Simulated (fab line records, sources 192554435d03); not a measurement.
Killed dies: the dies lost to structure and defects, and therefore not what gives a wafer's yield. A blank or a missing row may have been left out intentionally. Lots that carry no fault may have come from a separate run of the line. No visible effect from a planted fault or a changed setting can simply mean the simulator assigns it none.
fab line records + flow n5Finfet
record:
- lots: 14
- wafers: 42
- lastDay: 18
route steps=1938 shown BEOL_M8@1336
lots untouched by any fault: they come from a run of this same line in which no faults occurred
startH: hours from the record's first day to the start of the lot's first wafer shown + waitH: how many hours have passed since the lot's step before this one + " as in the row above + L1.1+2: several wafers, shown together as one row + - value missing, or start not given + * or withheld: withheld + < > ~ a bound
route shown NAME@n: a module of which the file shows steps, and the number in the route of the first + usual: mean/standard deviation taken from wafers without a fault + same: alike in all rows + chamber/n: place in a boat + sites: the reading at each site + _std_site: standard deviation of those values + _edge_site: mean of outer sites minus mean of inner sites + radiusMm: for every site, how far away it sits from the centre of the wafer + mask NAME#n: copy n + behind: the last tool/chamber to shape the wafer + hold: why the lot went on hold/how many hours it stayed there/how the hold came to an end + device: the transistor (n, p or np) that didn't switch + end of line: at the end of the route, the tests of the same wafers + a step with no rows: only its recipe + killed: at the first sort, the dies lost to defects and structure; wafer yield is something else + map: per-die view of a wafer (x killed, . not killed, _ where there is no die)
set.NAME: the setting the step ran with; set.NAME@STEP: the setting that earlier step ran with + model.NAME: the simulator's own value behind a step, which no gauge read
a sample of lots followed through the steps of the route, with each step as a table and each wafer as a row
services: a tool's chamber out of use, with start hour (startH, from the record's first day; less than 0 if before it), hours out, and reason
== steps ==
step: N5_BEOL_M8_HM_DEP_02
recipe:
- material: TiN
- targetThkA: 200
- tempC: 25
- chamberPressurePa: 0.49996
usual:
- throttleValvePct: 29.6/1
| lot.wafer | tool          | chamber | startH | waitH | throttleValvePct |
|-----------|---------------|---------|--------|-------|------------------|
| L700.2    | pvdSputter-03 | -       | 204.44 | 1.0   | 29.2             |
| L700.4    | "             | -       | "      | "     | 29.4             |
| L700.5    | "             | -       | "      | "     | 29.8             |
| L699.3    | pvdSputter-03 | -       | 204.54 | 1.1   | 29.5             |
| L699.5    | "             | -       | "      | "     | 29.7             |
| L699.6    | "             | -       | "      | "     | 29.3             |
| L702.1    | pvdSputter-01 | -       | 227.02 | 0.6   | 30.3             |
| L702.3    | "             | -       | "      | "     | 28.5             |
| L702.5    | "             | -       | "      | "     | 30.4             |
| L704.1    | pvdSputter-01 | -       | 230.58 | 0.9   | 28.6             |
| L704.3    | "             | -       | "      | "     | 30.3             |
| L704.4    | "             | -       | "      | "     | 30.1             |
| L707.1    | pvdSputter-01 | -       | 266.72 | 3.0   | 30.3             |
| L707.3    | "             | -       | "      | "     | 29.6             |
| L707.6    | "             | -       | "      | "     | 30.1             |
| L708.1    | pvdSputter-03 | -       | 273.22 | 3.5   | 29.9             |
| L708.3    | "             | -       | "      | "     | 29.6             |
| L708.4    | "             | -       | "      | "     | 31.8             |
| L711.3    | pvdSputter-03 | -       | 293.76 | 2.1   | 29.5             |
| L711.5    | "             | -       | "      | "     | 29.5             |
| L711.6    | "             | -       | "      | "     | 29.6             |
| L709.3    | pvdSputter-03 | -       | 293.96 | 2.0   | 31.8             |
| L709.4    | "             | -       | "      | "     | 29.5             |
| L709.6    | "             | -       | "      | "     | 29.6             |
| L710.1    | pvdSputter-03 | -       | 295.12 | 0.5   | 29.6             |
| L710.2    | "             | -       | "      | "     | 32.0             |
| L710.6    | "             | -       | "      | "     | 31.8             |
| L714.1    | pvdSputter-02 | -       | 305.87 | 2.9   | 28.8             |
| L714.2    | "             | -       | "      | "     | 30.0             |
| L714.4    | "             | -       | "      | "     | 30.3             |
| L713.3    | pvdSputter-02 | -       | 305.97 | 2.7   | 28.6             |
| L713.5    | "             | -       | "      | "     | 29.7             |
| L713.6    | "             | -       | "      | "     | 28.6             |
| L715.1    | pvdSputter-01 | -       | 315.54 | 0.8   | 30.1             |
| L715.2    | "             | -       | "      | "     | 28.5             |
| L715.4    | "             | -       | "      | "     | 30.1             |
| L716.1    | pvdSputter-02 | -       | 315.69 | 0.5   | 28.5             |
| L716.2    | "             | -       | "      | "     | 30.0             |
| L716.6    | "             | -       | "      | "     | 29.8             |
| L720.1    | pvdSputter-02 | -       | 349.13 | 0.8   | 29.8             |
| L720.5    | "             | -       | "      | "     | 27.9             |
| L720.6    | "             | -       | "      | "     | 30.1             |
step: N5_BEOL_M8_CD_MEAS_18
recipe:
- pitchNm: 80
- targetCdNm: 40
usual:
- cdNm: 40.0/0.5
| lot.wafer | tool     | chamber | startH | waitH | cdNm |
|-----------|----------|---------|--------|-------|------|
| L700.2    | cdSem-01 | -       | 205.54 | 0.1   | 39.6 |
| L700.4    | "        | -       | "      | "     | 40.1 |
| L700.5    | "        | -       | "      | "     | 40.0 |
| L699.3    | cdSem-03 | -       | 205.69 | 0.1   | 39.1 |
| L699.5    | "        | -       | "      | "     | 39.9 |
| L699.6    | "        | -       | "      | "     | 39.1 |
| L702.1    | cdSem-03 | -       | 228.50 | 0.0   | 40.5 |
| L702.3    | "        | -       | "      | "     | 40.0 |
| L702.5    | "        | -       | "      | "     | 40.7 |
| L704.1    | cdSem-03 | -       | 231.73 | 0.1   | 40.0 |
| L704.3    | "        | -       | "      | "     | 40.7 |
| L704.4    | "        | -       | "      | "     | 40.1 |
| L707.1    | cdSem-03 | -       | 267.82 | 0.0   | 39.7 |
| L707.3    | "        | -       | "      | "     | 39.7 |
| L707.6    | "        | -       | "      | "     | 39.5 |
| L708.1    | cdSem-01 | -       | 274.26 | 0.0   | 39.7 |
| L708.3    | "        | -       | "      | "     | 39.8 |
| L708.4    | "        | -       | "      | "     | 40.1 |
| L711.3    | cdSem-03 | -       | 294.89 | 0.1   | 40.0 |
| L711.5    | "        | -       | "      | "     | 40.0 |
| L711.6    | "        | -       | "      | "     | 40.7 |
| L709.3    | cdSem-01 | -       | 295.15 | 0.1   | 40.2 |
| L709.4    | "        | -       | "      | "     | 40.1 |
| L709.6    | "        | -       | "      | "     | 40.3 |
| L710.1    | cdSem-02 | -       | 296.16 | 0.0   | 40.9 |
| L710.2    | "        | -       | "      | "     | 40.6 |
| L710.6    | "        | -       | "      | "     | 39.8 |
| L714.1    | cdSem-02 | -       | 307.00 | 0.0   | 40.6 |
| L714.2    | "        | -       | "      | "     | 39.9 |
| L714.4    | "        | -       | "      | "     | 40.4 |
| L713.3    | cdSem-01 | -       | 307.06 | 0.1   | 39.3 |
| L713.5    | "        | -       | "      | "     | 39.1 |
| L713.6    | "        | -       | "      | "     | 39.8 |
| L715.1    | cdSem-01 | -       | 316.58 | 0.0   | 40.2 |
| L715.2    | "        | -       | "      | "     | 39.4 |
| L715.4    | "        | -       | "      | "     | 39.4 |
| L716.1    | cdSem-02 | -       | 316.74 | 0.1   | 40.1 |
| L716.2    | "        | -       | "      | "     | 40.2 |
| L716.6    | "        | -       | "      | "     | 39.6 |
| L720.1    | cdSem-01 | -       | 350.31 | 0.0   | 40.2 |
| L720.5    | "        | -       | "      | "     | 39.8 |
| L720.6    | "        | -       | "      | "     | 40.0 |
step: N5_BEOL_M8_EXPOSE_25
recipe:
- maskId: V7
- na: 0.33
- sourceShape: annular
- sigmaInner: 0.4
- sigmaOuter: 0.8
- polarization: unpolarized
- targetCdNm: 40
- doseMj: 42.5
usual:
- exposureDoseMJCm2: 42.62/0.21
- focusOffsetNm: 0.0/0.57
- stageMsdNm: 0.92/0.052
| lot.wafer | tool          | chamber | startH | waitH | mask | exposureDoseMJCm2 | focusOffsetNm | stageMsdNm |
|-----------|---------------|---------|--------|-------|------|-------------------|---------------|------------|
| L700.2    | euvScanner-01 | 0       | 206.61 | -     | V7#0 | 42.87             | 1.2           | 0.85       |
| L700.4    | "             | 0       | "      | "     | V7#0 | 42.92             | 0.2           | 0.85       |
| L700.5    | "             | 0       | "      | "     | V7#0 | 42.87             | 0.0           | 0.85       |
| L699.3    | euvScanner-02 | 0       | 206.79 | -     | V7#0 | 42.51             | -0.1          | 0.97       |
| L699.5    | "             | 0       | "      | "     | V7#0 | 42.51             | -0.3          | 0.97       |
| L699.6    | "             | 0       | "      | "     | V7#0 | 42.52             | 0.0           | 0.96       |
| L702.1    | euvScanner-01 | 0       | 229.58 | -     | V7#0 | 42.95             | 0.5           | 0.85       |
| L702.3    | "             | 0       | "      | "     | V7#0 | 42.94             | -0.1          | 0.85       |
| L702.5    | "             | 0       | "      | "     | V7#0 | 42.89             | -0.3          | 0.85       |
| L704.1    | euvScanner-02 | 0       | 233.67 | -     | V7#0 | 42.37             | 0.7           | 0.97       |
| L704.3    | "             | 0       | "      | "     | V7#0 | 42.44             | 1.4           | 0.97       |
| L704.4    | "             | 0       | "      | "     | V7#0 | 42.47             | 1.0           | 0.97       |
| L707.1    | euvScanner-02 | 0       | 272.15 | -     | V7#0 | 42.57             | 0.7           | 0.97       |
| L707.3    | "             | 0       | "      | "     | V7#0 | 42.50             | 1.1           | 0.97       |
| L707.6    | "             | 0       | "      | "     | V7#0 | 42.47             | 0.5           | 0.97       |
| L708.1    | euvScanner-02 | 0       | 278.07 | -     | V7#0 | 42.43             | -0.4          | 0.97       |
| L708.3    | "             | 0       | "      | "     | V7#0 | 42.45             | -0.3          | 0.97       |
| L708.4    | "             | 0       | "      | "     | V7#0 | 42.43             | -0.1          | 0.97       |
| L709.3    | euvScanner-02 | 0       | 298.80 | -     | V7#0 | 42.41             | -0.1          | 0.97       |
| L709.4    | "             | 0       | "      | "     | V7#0 | 42.49             | -0.1          | 0.97       |
| L709.6    | "             | 0       | "      | "     | V7#0 | 42.51             | 0.5           | 0.97       |
| L711.3    | euvScanner-02 | 0       | 298.84 | -     | V7#0 | 42.47             | 0.0           | 0.97       |
| L711.5    | "             | 0       | "      | "     | V7#0 | 42.49             | 0.1           | 0.96       |
| L711.6    | "             | 0       | "      | "     | V7#0 | 42.49             | -0.1          | 0.97       |
| L710.1    | euvScanner-01 | 0       | 299.16 | -     | V7#0 | 42.85             | -1.0          | 0.86       |
| L710.2    | "             | 0       | "      | "     | V7#0 | 42.86             | -0.4          | 0.86       |
| L710.6    | "             | 0       | "      | "     | V7#0 | 42.87             | -0.2          | 0.86       |
| L714.1    | euvScanner-02 | 0       | 307.48 | -     | V7#0 | 42.44             | 0.0           | 0.96       |
| L714.2    | "             | 0       | "      | "     | V7#0 | 42.42             | 0.6           | 0.97       |
| L714.4    | "             | 0       | "      | "     | V7#0 | 42.42             | 0.3           | 0.96       |
| L713.3    | euvScanner-01 | 0       | 307.66 | -     | V7#0 | 42.90             | 0.2           | 0.86       |
| L713.5    | "             | 0       | "      | "     | V7#0 | 42.90             | -0.2          | 0.86       |
| L713.6    | "             | 0       | "      | "     | V7#0 | 42.85             | 0.3           | 0.86       |
| L715.1    | euvScanner-02 | -       | 316.93 | -     | V7#0 | -                 | -             | -          |
| L715.2    | "             | -       | "      | "     | V7#0 | -                 | -             | -          |
| L715.4    | "             | -       | "      | "     | V7#0 | -                 | -             | -          |
| L716.1    | euvScanner-02 | -       | 317.48 | -     | V7#0 | -                 | -             | -          |
| L716.2    | "             | -       | "      | "     | V7#0 | -                 | -             | -          |
| L716.6    | "             | -       | "      | "     | V7#0 | -                 | -             | -          |
| L720.1    | euvScanner-01 | 0       | 351.98 | -     | V7#0 | 42.89             | -0.4          | 0.86       |
| L720.5    | "             | 0       | "      | "     | V7#0 | 42.89             | -0.2          | 0.86       |
| L720.6    | "             | 0       | "      | "     | V7#0 | 42.88             | -0.6          | 0.86       |
step: N5_BEOL_M8_VIA_ETCH_34
recipe:
- chemistry: C4F6/O2
- target: SiCOH_lowk
- targetDepthA: 1255
- maskMaterial: SOC
- taperDeg: 4
- timeS: 50.5
- ionEnergyEv: 250
- pressureMtorr: 30
- sourceW: 345
- biasW: 185
- Ar_flow_sccm: 300
- C4F6_flow_sccm: 10
- O2_flow_sccm: 10
usual:
- biasW: 185.0/0.53
- drypumpMotorCurrentA: 5.7/0.31
- oes_ar_750_au: 0.81/0.082
- oesProductAu: 0.81/0.087
- rfFwdPowerW: 341.4/1.3
- rfVppV: 665/4.2
- showerheadPlenumPTorr: 2.82/0.079
- throttleValvePct: 20.78/0.17
| lot.wafer | tool       | chamber | startH | waitH | biasW | drypumpMotorCurrentA | oes_ar_750_au | oesProductAu | rfFwdPowerW | rfHoursCounterH | rfVppV | showerheadPlenumPTorr | throttleValvePct |
|-----------|------------|---------|--------|-------|-------|----------------------|---------------|--------------|-------------|-----------------|--------|-----------------------|------------------|
| L700.2    | rieDiel-01 | 2       | 207.04 | 0.0   | 183.9 | 5.8                  | 0.84          | 0.84         | 341.0       | 65              | 665    | 2.78                  | 20.48            |
| L700.4    | "          | 1       | "      | "     | 183.9 | 5.5                  | 0.68          | 0.67         | 343.4       | 239             | 670    | 2.81                  | 21.37            |
| L700.5    | "          | 1       | "      | "     | 184.3 | 5.6                  | 0.68          | 0.68         | 342.1       | -               | 669    | 2.81                  | 21.34            |
| L699.3    | rieDiel-06 | 1       | 207.23 | 0.0   | 185.6 | 5.6                  | 0.73          | 0.73         | 338.9       | 180             | 665    | 2.83                  | 20.73            |
| L699.5    | "          | 1       | "      | "     | 185.0 | 5.6                  | 0.73          | 0.72         | 339.1       | -               | 664    | 2.83                  | 20.73            |
| L699.6    | "          | 2       | "      | "     | 184.5 | 5.7                  | 0.90          | 0.89         | 343.4       | -               | 659    | 2.79                  | 20.73            |
| L702.1    | rieDiel-01 | 1       | 230.11 | 0.0   | 185.4 | 5.5                  | 0.68          | 0.68         | 343.8       | 247             | 668    | 2.80                  | 21.37            |
| L702.3    | "          | 0       | "      | "     | 184.6 | 5.2                  | 0.93          | 0.93         | 340.4       | 17              | 664    | 2.79                  | 20.74            |
| L702.5    | "          | 2       | "      | "     | 184.9 | 5.7                  | 0.83          | 0.84         | 342.6       | -               | 665    | 2.77                  | 20.48            |
| L704.1    | rieDiel-06 | 3       | 234.13 | 0.0   | 185.3 | 6.2                  | 0.68          | 0.67         | 340.9       | 247             | 655    | 2.69                  | 20.98            |
| L704.3    | "          | 1       | "      | "     | 184.3 | 5.6                  | 0.72          | 0.72         | 341.9       | 189             | 665    | 2.82                  | 20.74            |
| L704.4    | "          | 0       | "      | "     | 185.1 | 5.3                  | 0.81          | 0.81         | 340.5       | 71              | 665    | 3.01                  | 20.86            |
| L707.1    | rieDiel-01 | 2       | 272.59 | 0.0   | 185.5 | 5.8                  | 0.82          | 0.82         | 338.6       | 89              | 665    | 2.77                  | 20.51            |
| L707.3    | "          | 3       | "      | "     | 185.4 | 6.4                  | 0.89          | 0.88         | 342.7       | 47              | 667    | 2.79                  | 20.78            |
| L707.6    | "          | 0       | "      | "     | 184.9 | 5.2                  | 0.90          | 0.91         | 342.7       | -               | 664    | 2.78                  | 20.79            |
| L708.1    | rieDiel-02 | 1       | 278.50 | 0.0   | 184.4 | 5.9                  | 0.84          | 0.84         | 342.1       | 53              | 661    | 2.78                  | 20.70            |
| L708.3    | "          | 0       | "      | "     | 184.5 | 5.9                  | 0.71          | 0.69         | 341.1       | 202             | 671    | 2.93                  | 20.68            |
| L708.4    | "          | 3       | "      | "     | 185.9 | 5.2                  | 0.71          | 0.70         | 341.4       | 223             | 667    | 2.94                  | 20.85            |
| L709.3    | rieDiel-01 | 3       | 299.22 | 0.0   | 184.6 | 6.4                  | 0.87          | 0.88         | 341.8       | 54              | 668    | 2.79                  | 20.79            |
| L709.4    | "          | 1       | "      | "     | 185.3 | 5.5                  | 0.91          | 0.93         | 340.9       | 11              | 669    | 2.80                  | 21.04            |
| L709.6    | "          | 2       | "      | "     | 185.8 | 5.7                  | 0.81          | 0.82         | 339.0       | -               | 665    | 2.76                  | 20.52            |
| L711.3    | rieDiel-06 | 1       | 299.55 | 0.0   | 184.6 | 5.6                  | 0.71          | 0.70         | 341.3       | 213             | 664    | 2.81                  | 20.77            |
| L711.5    | "          | 2       | "      | "     | 185.1 | 5.7                  | 0.85          | 0.85         | 342.8       | -               | 657    | 2.77                  | 20.77            |
| L711.6    | "          | 1       | "      | "     | 185.3 | 5.7                  | 0.71          | 0.71         | 339.7       | -               | 664    | 2.81                  | 20.78            |
| L710.1    | rieDiel-02 | 1       | 299.66 | 0.0   | 185.0 | 5.8                  | 0.82          | 0.83         | 342.1       | 62              | 662    | 2.77                  | 20.73            |
| L710.2    | "          | 2       | "      | "     | 184.2 | 5.7                  | 0.82          | 0.82         | 340.1       | 80              | 663    | 2.77                  | 20.69            |
| L710.6    | "          | 2       | "      | "     | 184.4 | 5.7                  | 0.81          | 0.82         | 341.0       | -               | 665    | 2.76                  | 20.69            |
| L714.1    | rieDiel-02 | 0       | 308.20 | 0.0   | 185.3 | 5.9                  | 0.69          | 0.69         | 340.2       | 212             | 672    | 2.93                  | 20.70            |
| L714.2    | "          | 2       | "      | "     | 185.6 | 5.7                  | 0.82          | 0.82         | 340.8       | 83              | 662    | 2.76                  | 20.69            |
| L714.4    | "          | 3       | "      | "     | 186.0 | 5.2                  | 0.70          | 0.70         | 341.7       | 233             | 668    | 2.93                  | 20.89            |
| L713.3    | rieDiel-06 | 1       | 308.32 | 0.0   | 185.0 | 5.6                  | 0.70          | 0.70         | 340.6       | 216             | 666    | 2.81                  | 20.77            |
| L713.5    | "          | 1       | "      | "     | 184.8 | 5.6                  | 0.71          | 0.69         | 339.1       | -               | 665    | 2.81                  | 20.78            |
| L713.6    | "          | 2       | "      | "     | 184.7 | 5.7                  | 0.84          | 0.84         | 341.1       | -               | 655    | 2.77                  | 20.76            |
| L715.1    | rieDiel-02 | 2       | 317.36 | 0.0   | 185.4 | 5.6                  | 0.81          | 0.81         | 342.1       | 87              | 663    | 2.76                  | 20.70            |
| L715.2    | "          | 0       | "      | "     | 184.8 | 5.8                  | 0.69          | 0.69         | 340.5       | 215             | 672    | 2.93                  | 20.69            |
| L715.4    | "          | 1       | "      | "     | 184.9 | 5.8                  | 0.82          | 0.81         | 340.7       | 68              | 662    | 2.77                  | 20.74            |
| L716.1    | rieDiel-01 | 0       | 317.92 | 0.0   | 186.2 | 5.2                  | 0.88          | 0.88         | 340.6       | 47              | 666    | 2.77                  | 20.79            |
| L716.2    | "          | 1       | "      | "     | 185.0 | 5.5                  | 0.90          | 0.91         | 341.3       | 18              | 670    | 2.80                  | 21.06            |
| L716.6    | "          | 2       | "      | "     | 184.7 | 5.7                  | 0.80          | 0.80         | 340.3       | -               | 666    | 2.76                  | 20.55            |
| L720.1    | rieDiel-02 | 2       | 352.65 | 0.0   | 185.0 | 5.6                  | 0.80          | 0.79         | 339.0       | 100             | 661    | 2.76                  | 20.71            |
| L720.5    | "          | 3       | "      | "     | 184.4 | 5.2                  | 0.69          | 0.68         | 341.1       | -               | 666    | 2.93                  | 20.90            |
| L720.6    | "          | 0       | "      | "     | 184.9 | 5.9                  | 0.68          | 0.68         | 341.1       | -               | 671    | 2.92                  | 20.72            |
== services ==
| tool          | chamber | startH | hours | kind                        |
|---------------|---------|--------|-------|-----------------------------|
| rieDiel-06    | 1       | 183.55 | 8.8   | repair                      |
| euvScanner-02 | -       | 190.97 | 4.6   | pm                          |
| euvScanner-01 | -       | 197.69 | 1.0   | pm                          |
| rieDiel-02    | 0       | 212.15 | 22.1  | repair                      |
| rieDiel-06    | 3       | 215.95 | 2.9   | repair                      |
| euvScanner-02 | -       | 219.86 | 1.0   | pm                          |
| euvScanner-02 | -       | 227.46 | 5.8   | pm                          |
| rieDiel-01    | 1       | 240.61 | -     | clean                       |
| rieDiel-01    | 1       | 240.61 | -     | consumableReplace:focusRing |
| rieDiel-01    | 1       | 240.61 | 16.8  | scheduledDown               |
| rieDiel-01    | 1       | 240.61 | 16.8  | ventCycle                   |
| rieDiel-06    | 3       | 242.73 | -     | clean                       |
| rieDiel-06    | 3       | 242.73 | -     | consumableReplace:focusRing |
| euvScanner-01 | -       | 244.49 | 0.6   | repair                      |
| euvScanner-01 | -       | 251.63 | 4.6   | pm                          |
| euvScanner-02 | -       | 276.01 | 1.0   | pm                          |
| euvScanner-01 | 0       | 280.67 | -     | calibration                 |
| rieDiel-02    | 2       | 281.00 | 6.7   | repair                      |
| euvScanner-02 | -       | 282.00 | 4.4   | repair                      |
| rieDiel-01    | 2       | 307.95 | 1.8   | repair                      |
| euvScanner-01 | -       | 309.99 | 1.0   | pm                          |
| euvScanner-01 | -       | 313.31 | 12.0  | pm                          |
| euvScanner-02 | -       | 325.49 | 0.1   | repair                      |
| euvScanner-02 | -       | 332.16 | 1.0   | pm                          |
== key ==
firstSign:
- step: N5_BEOL_M8_EXPOSE_25
- reading: toolRecord
- direction: missing
effect none on later readings
metAt N5_BEOL_M8_EXPOSE_25
struckLots L715,L716
laterRowsLeftOut L715.1,L715.2,L715.4,L716.1,L716.2,L716.6
sortLeftOut L715.1,L715.2,L715.4,L716.1,L716.2,L716.6
notActingAt N5_BEOL_M8_HM_DEP_02,N5_BEOL_M8_CD_MEAS_18,N5_BEOL_M8_VIA_ETCH_34
onsetBetween 307.48 316.93
fault:
- kind: skippedStepWhole
- tool: euvScanner-02
- chamber: -
- onsetH: 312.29
- steps: N5_BEOL_M8_EXPOSE_25
- scope: struckLotsOnly
sortLeftOut: the simulated sort isn't trusted on such a fault, so these wafers' sort isn't shown, and their yield isn't known
laterRowsLeftOut: the simulator's readings of these wafers behind a module that went badly wrong aren't trusted and aren't shown, but for the sort
